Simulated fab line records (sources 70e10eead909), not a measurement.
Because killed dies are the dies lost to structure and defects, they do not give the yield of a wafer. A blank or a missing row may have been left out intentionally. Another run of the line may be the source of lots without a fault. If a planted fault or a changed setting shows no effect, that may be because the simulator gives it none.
Matching of chambers | flow nand_harc | 4 sister chambers for NHARC_A_CHANNEL_HOLE_D2_DESCUM_15 on rie_diel-05
The step chemistry O2, time 3 s. 16 wafers are shown with their chamber, then 8 later ones without.

## WAFERS, EACH WITH ITS CHAMBER
wafer  | chamber | showerhead_plenum_p_Torr (Torr) | oes_product_au (a.u.) | throttle_valve_pct (%)
L074.3 | 2       | 1.85                            | 0.996                 | 11.305
L074.4 | 0       | 2.04                            | 1.012                 | 11.311
L074.5 | 1       | 1.99                            | 0.982                 | 11.313
L077.1 | 3       | 1.98                            | 0.988                 | 11.309
L077.4 | 1       | 1.99                            | 0.986                 | 11.320
L077.5 | 1       | 1.99                            | 0.994                 | 11.314
L084.1 | 3       | 1.98                            | 0.993                 | 11.315
L084.2 | 0       | 2.04                            | 0.996                 | 11.286
L084.5 | 3       | 1.98                            | 0.992                 | 11.316
L089.1 | 2       | 1.84                            | 0.994                 | 11.306
L089.2 | 1       | 1.99                            | 0.988                 | 11.313
L089.4 | 2       | 1.84                            | 1.002                 | 11.315
L090.3 | 2       | 1.84                            | 1.000                 | 11.311
L090.4 | 1       | 1.99                            | 0.984                 | 11.311
L090.5 | 3       | 1.98                            | 0.996                 | 11.319
L092.1 | 0       | 2.03                            | 0.992                 | 11.314

SIGNATURES (means of the wafers above)
reading                  | chamber 0 | chamber 1 | chamber 2 | chamber 3 | scatter within a chamber
showerhead_plenum_p_Torr | 2.0367    | 1.9900    | 1.8425    | 1.9800    | 0.00344
oes_product_au           | 1.00000   | 0.98680   | 0.99800   | 0.99225   | 0.00564
throttle_valve_pct       | 11.30367  | 11.31420  | 11.30925  | 11.31475  | 0.00729
Rule: for a wafer and a chamber, the distance is found by dividing, reading by reading, the gap between the wafer's reading and the chamber's mean by the reading's scatter, squaring, summing and taking the root. The wafer belongs to the nearest chamber; if the next one is less than 2 further off, it can't be placed. The scatter: take each reading less its chamber's mean, square it, sum over the shown wafers, divide by the number of wafers less the number of chambers, and take the root.

## WAFERS WITH NO CHAMBER GIVEN
wafer  | showerhead_plenum_p_Torr (Torr) | oes_product_au (a.u.) | throttle_valve_pct (%)
L092.2 | 1.97                            | 0.991                 | 11.299
L092.3 | 1.99                            | 0.989                 | 11.305
L093.1 | 2.03                            | 0.990                 | 11.311
L093.4 | 1.84                            | 1.001                 | 11.306
L093.5 | 1.97                            | 0.992                 | 11.311
L096.1 | 1.97                            | 0.995                 | 11.319
L096.2 | 1.84                            | 0.990                 | 11.318
L096.5 | 1.84                            | 0.992                 | 11.314

## WHICH CHAMBER EACH ONE RAN IN
wafer  | from the rows above     | in truth
L092.2 | 3                       | 3
L092.3 | can't be placed: 1 or 3 | 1
L093.1 | 0                       | 0
L093.4 | 2                       | 2
L093.5 | 3                       | 3
L096.1 | 3                       | 3
L096.2 | 2                       | 2
L096.5 | 2                       | 2
7 of 8 placed correctly. Not placeable from these rows: 1 (in 1, the candidates include the true chamber). Number placed wrongly: 0.
